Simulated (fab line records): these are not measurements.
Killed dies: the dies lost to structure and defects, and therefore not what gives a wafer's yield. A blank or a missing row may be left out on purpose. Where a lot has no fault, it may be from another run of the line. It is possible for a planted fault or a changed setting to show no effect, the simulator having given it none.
Matching of chambers | flow n5Finfet | rieDiel-04 running N5_SD_EPI_N_ETCH_45: 4 sister chambers
The step etches SiOCN in CH3F/O2, target depth 6 nm. 14 wafers are shown with their chamber, then 7 later ones without.

WAFERS, EACH WITH ITS CHAMBER
wafer  | chamber | showerheadPlenumPTorr (Torr) | throttleValvePct (%) | drypumpMotorCurrentA (A)
L078.1 | 3       | 1.92                         | 23.16                | 5.5
L078.3 | 0       | 2.01                         | 22.73                | 5.8
L078.6 | 3       | 1.92                         | 23.16                | 5.5
L080.1 | 0       | 2.01                         | 22.75                | 5.8
L080.3 | 2       | 2.06                         | 23.59                | 5.6
L080.6 | 2       | 2.06                         | 23.59                | 5.7
L083.2 | 2       | 2.06                         | 23.61                | 5.6
L083.5 | 0       | 2.00                         | 22.76                | 5.8
L083.6 | 1       | 1.92                         | 23.56                | 6.2
L085.1 | 3       | 1.92                         | 23.20                | 5.5
L085.2 | 2       | 2.06                         | 23.60                | 5.6
L085.4 | 1       | 1.92                         | 23.56                | 6.1
L087.1 | 2       | 2.06                         | 23.61                | 5.6
L087.2 | 0       | 2.00                         | 22.76                | 5.8

SIGNATURES, as means of the wafers listed above
reading               | chamber 0 | chamber 1 | chamber 2 | chamber 3 | scatter within a chamber
showerheadPlenumPTorr | 2.0050    | 1.9200    | 2.0600    | 1.9200    | 0.00316
throttleValvePct      | 22.7500   | 23.5600   | 23.6000   | 23.1733   | 0.0144
drypumpMotorCurrentA  | 5.800     | 6.150     | 5.620     | 5.500     | 0.0361
Rule: a wafer lies at a distance from a chamber equal to the root of the sum of squares, over the readings, of (its reading less the chamber's mean, divided by the reading's scatter). If the next closest chamber is less than 2 further off than the closest, the wafer can't be placed; otherwise it belongs to the closest. The scatter: the root of (the sum of the squares of (reading less its chamber's mean) over the shown wafers, divided by (wafers less chambers)).

WAFERS WITHOUT THEIR CHAMBER
wafer  | showerheadPlenumPTorr (Torr) | throttleValvePct (%) | drypumpMotorCurrentA (A)
L087.4 | 1.92                         | 23.55                | 6.2
L094.4 | 1.92                         | 23.58                | 6.1
L094.5 | 1.92                         | 23.55                | 6.1
L094.6 | 2.06                         | 23.63                | 5.6
L097.1 | 1.91                         | 23.23                | 5.5
L097.4 | 1.91                         | 23.58                | 6.2
L097.6 | 1.92                         | 23.58                | 6.1

WHICH CHAMBER EACH WENT THROUGH
wafer  | from the rows above | in truth
L087.4 | 1                   | 1
L094.4 | 1                   | 1
L094.5 | 1                   | 1
L094.6 | 2                   | 2
L097.1 | 3                   | 3
L097.4 | 1                   | 1
L097.6 | 1                   | 1
Correct placement for 7 of the 7. Number that these rows cannot place: 0. Number placed wrongly: 0.
